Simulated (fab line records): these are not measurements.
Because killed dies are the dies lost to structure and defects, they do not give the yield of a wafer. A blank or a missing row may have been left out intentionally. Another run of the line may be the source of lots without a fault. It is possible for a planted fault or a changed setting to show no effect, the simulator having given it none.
Struck lot and sound lot, side by side	flow n5 finfet	14 steps out of a route of 1938
Sound: wafers L998.2, L998.5, L998.6. Struck: wafers L103.4, L103.5. (L103.6 of the same lot was not struck and is left out.) The cause comes at the end.
Order at every step that has rows: each side's tool, ch and its chambers, its first start. Under that, the readings that differ: sound wafers	struck wafers	difference of the means	sigmas: that difference in standard deviations of wafers without a fault.
alike: a reading whose means differ by less than 2 such deviations, as well as words and numbers matching on both sides. not compared: withheld readings; readings where some wafer has no value; bounds like >300 that might hide an equal value; numbers whose values overlap and for which the record gives no deviation.
A row with sigmas, a row that says differs or no value, or rows on one side alone: a step with any of these is where the two part. Numbers that have no deviation but don't overlap get no sigmas and don't part them. A reading missing from all wafers of one side parts the sides only when that side holds two or more wafers.

N5_BEOL_M10_CURE_72: cures SiCOH lowk, time 120 s.
  sound on uv cure-03 ch 2, day 10 05:42; struck on uv cure-03 ch 1, day 12 00:29
  alike: lamp power pct, wafer_temp_C_max
N5_BEOL_M10_DEGAS_44: time 60 s.
  struck on pvd sputter-01, day 12 00:45; sound on pvd sputter-01, day 10 06:07
  alike: heater power w
then, 1 step without rows for these wafers: N5_BEOL_M10_PRE_CLEAN_45 (time 30 s).
N5_BEOL_M10_ALD_74: deposits TaN, target thk 2 nm, pulse time 2 s, purge time 3 s.
  sound on ald metal-01 ch 0,1,2, day 10 06:13; struck on ald metal-04 ch 2,3, day 12 00:52
reading	sound	struck	difference	sigmas
precursor vessel carrier sccm (sccm)	1006.1 1001.3 1004.9	997.4 997.7	-6.6	-2
  alike: heater power outer w, heater power w
N5_BEOL_M10_SURFACE_TREAT_76:
  struck on pvd sputter-01, day 12 01:17; sound on pvd sputter-01, day 10 06:34
  not compared: throttle valve pct
then, 1 step without rows for these wafers: N5_BEOL_M10_CVD_75 (deposits Co from CCTBA/H2, target thk 2 nm, time 138.9 s).
N5_BEOL_M10_SPUTTER_48: material Cu, target thk 12 nm, time 2 s.
  struck on pvd sputter-03, day 12 03:44; sound on pvd sputter-01, day 10 06:46
  alike: cathode dc power W, throttle valve pct
then, 3 steps without rows for these wafers: N5_BEOL_M10_ECD_50 (material Cu, target thk 318 nm); N5_BEOL_M10_ANNEAL_51 (time 90 s); N5_BEOL_M10_CMP_52 (polishes, stops on SiCOH lowk, t overpolish 7 s, target thk 140 nm).
N5_BEOL_M10_THK_MEAS_53: measures by xrf.
  struck on film metro-01, day 12 05:13; sound on film metro-02, day 10 07:35
  alike: M10_THK
then, 1 step without rows for these wafers: N5_BEOL_M10_PRE_CLEAN_55 (time 15 s).
N5_BEOL_M10_DEP_56: deposits SiCN from 3MS/NH3, target thk 15 nm, time 26.5 s.
  sound on pecvd-04 ch 1,2, day 10 07:38; struck on pecvd-04 ch 0, day 12 05:19
reading	sound	struck	difference	sigmas
model.SiCN_of_BEOL_M10_DEP_56.thk nm (nm)	15 15 15	12.6 12.4	-2.5	
  alike: showerhead plenum p Torr, throttle valve pct
N5_BEOL_M10_RS_MEAS_57: uses a four-point probe to measure.
  struck on film metro-02, day 12 05:23; sound on film metro-02, day 10 07:43
  alike: M10_RS

## WHERE THEY PART
Only at N5_BEOL_M10_ALD_74, as far as this record shows. Later steps at which nothing parts them and some readings are alike: N5_BEOL_M10_SPUTTER_48, N5_BEOL_M10_THK_MEAS_53, N5_BEOL_M10_DEP_56, N5_BEOL_M10_RS_MEAS_57.

WHY: whatever the simulator had introduced
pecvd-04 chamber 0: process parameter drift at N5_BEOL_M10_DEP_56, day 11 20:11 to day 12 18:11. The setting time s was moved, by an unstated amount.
